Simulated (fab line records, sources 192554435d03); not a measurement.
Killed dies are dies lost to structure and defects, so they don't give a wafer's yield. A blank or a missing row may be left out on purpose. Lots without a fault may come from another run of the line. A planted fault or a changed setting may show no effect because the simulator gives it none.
A struck lot beside a sound one | flow n5_finfet | 14 steps out of a route of 1938
Sound: wafers L334.1, L334.3, L334.6. Struck: wafer L337.5. (L337.3 of the same lot was not struck and is left out.) The cause comes at the end.
At each step with rows: each side's tool, then ch and its chambers, then its first start. Under that, the readings that differ: sound wafers | struck wafers | difference of the means | sigmas: that difference in standard deviations of wafers without a fault.
alike: readings whose means differ by less than 2 such deviations, and words and numbers that are the same on both sides. not compared: withheld readings, readings that some wafer has no value for, bounds like >300 that may hide the same value, and numbers for which the record gives no deviation and whose values overlap.
The two part at a step that has a row with sigmas, a row that says differs or no value, or rows on one side only. Numbers that don't overlap but have no deviation are shown without sigmas and don't part them. A reading that every wafer of one side lacks parts them only if that side has two wafers or more.

first, 3 steps without rows for these wafers: N5_BEOL_M14_PRECLEAN_39 (cleans in residue remover, time 60 s); N5_BEOL_M14_SRD_40 (time 30 s, dry time 30 s); N5_BEOL_M14_DEGAS_41 (time 60 s).
N5_BEOL_M14_PRE_CLEAN_42: time 30 s.
  sound on pvd_sputter-03, day 12 15:50; struck on pvd_sputter-02, day 13 13:30
  alike: heater_power_w
then, 1 step without rows for these wafers: N5_BEOL_M14_SPUTTER_43 (material TaN, target thk 15 nm, time 24.19 s).
N5_BEOL_M14_SPUTTER_44: material Ta, target thk 15 nm, time 24.19 s.
  sound on pvd_sputter-03, day 12 15:58; struck on pvd_sputter-02, day 13 13:37
  alike: throttle_valve_pct
N5_BEOL_M14_SPUTTER_45: material Cu, target thk 100 nm, time 16.67 s.
  sound on pvd_sputter-03, day 12 16:02; struck on pvd_sputter-02, day 13 13:42
  alike: throttle_valve_pct
then, 1 step without rows for these wafers: N5_BEOL_M14_ECD_47 (material Cu, target thk 1248 nm).
N5_BEOL_M14_ANNEAL_48: time 90 s.
  sound on rtp_anneal-02 ch 0, day 12 16:20; struck on rtp_anneal-01 ch 0, day 13 14:07
  alike: wafer_temp_C_max
N5_BEOL_M14_CMP_49: polishes, stops on SiO2, t overpolish 5.2 s, target thk 560 nm.
  sound on cmp-03 ch 0,2,3, day 12 16:50; struck on cmp-01 ch 3, day 13 14:23
  alike: barrier_field_endpoint_s, edge_zone_pressure_frac, motor_current_A, overpolish_run_s, time_to_endpoint_s
N5_BEOL_M14_THK_MEAS_50: measures by xrf.
  sound on film_metro-01, day 12 17:03; struck on film_metro-01, day 13 14:38
  alike: M14_THK
then, 1 step without rows for these wafers: N5_BEOL_M14_PRE_CLEAN_52 (time 15 s).
N5_BEOL_M14_DEP_53: deposits SiCN from 3MS/NH3, target thk 50 nm, time 17.8 s.
  sound on pecvd-03 ch 0,1,2, day 12 17:07; struck on pecvd-02 ch 0, day 13 14:42
  reading                                   | sound        | struck | difference | sigmas
  model.SiCN_of_BEOL_M14_DEP_53.thk_nm (nm) | 50 49.6 49.8 | 38     | -12        |
  alike: showerhead_plenum_p_Torr, showerhead_vpp_V, throttle_valve_pct
N5_BEOL_M14_RS_MEAS_54: measures by four-point-probe.
  sound on film_metro-02, day 12 17:10; struck on film_metro-02, day 13 14:46
  alike: M14_RS

WHERE THEY PART
Nowhere in this record.

WHY: what the simulator had put in
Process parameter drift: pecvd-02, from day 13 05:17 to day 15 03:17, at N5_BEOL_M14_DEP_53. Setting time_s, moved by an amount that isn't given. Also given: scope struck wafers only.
